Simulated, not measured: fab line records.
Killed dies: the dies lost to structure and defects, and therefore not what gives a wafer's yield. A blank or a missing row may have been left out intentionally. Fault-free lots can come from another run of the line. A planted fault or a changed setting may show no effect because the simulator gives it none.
Chamber matching -- flow nandHarc -- 4 sister chambers for NHARC_A_STAIRCASE_TRIM_20 on rieDiel-09
The step chemistry O2, time 211.2 s. 4 wafers are shown with their chamber, then 9 later ones without.

== EACH WAFER AND ITS CHAMBER ==
wafer,chamber,showerheadPlenumPTorr (Torr)
L083.6,0,3.35
L085.1,1,3.72
L085.3,3,3.65
L085.6,2,3.36

== WAFERS MISSING THEIR CHAMBER ==
wafer,showerheadPlenumPTorr (Torr)
L092.2,3.71
L092.4,3.64
L092.5,3.64
L093.4,3.34
L093.5,3.70
L093.6,3.33
L097.2,3.69
L097.3,3.34
L097.5,3.32

== EACH ONE'S CHAMBER ==
wafer,from the rows above,in truth
L092.2,1,1
L092.4,3,3
L092.5,3,3
L093.4,can't be placed: 0 or 2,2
L093.5,can't be placed: 1 or 3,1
L093.6,can't be placed: 0 or 2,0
L097.2,can't be placed: 1 or 3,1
L097.3,can't be placed: 0 or 2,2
L097.5,can't be placed: 0 or 2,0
Placed correctly: 3 of 9. Can't be placed from these rows: 6 (the true chamber is among the candidates in 6). Wrongly placed: 0.
How it was worked out, from the rows above alone: a wafer's distance from a chamber is the root of the sum, over the readings, of the square of ((its reading less the chamber's mean) divided by the reading's scatter). If the next closest chamber is less than 2 further off than the closest, the wafer can't be placed; otherwise it belongs to the closest. Each chamber's mean is taken over the wafers shown for it. The scatter (one wafer shown for each chamber): square how far every hidden wafer sits from the nearest shown wafer, average those squares and take the square root.
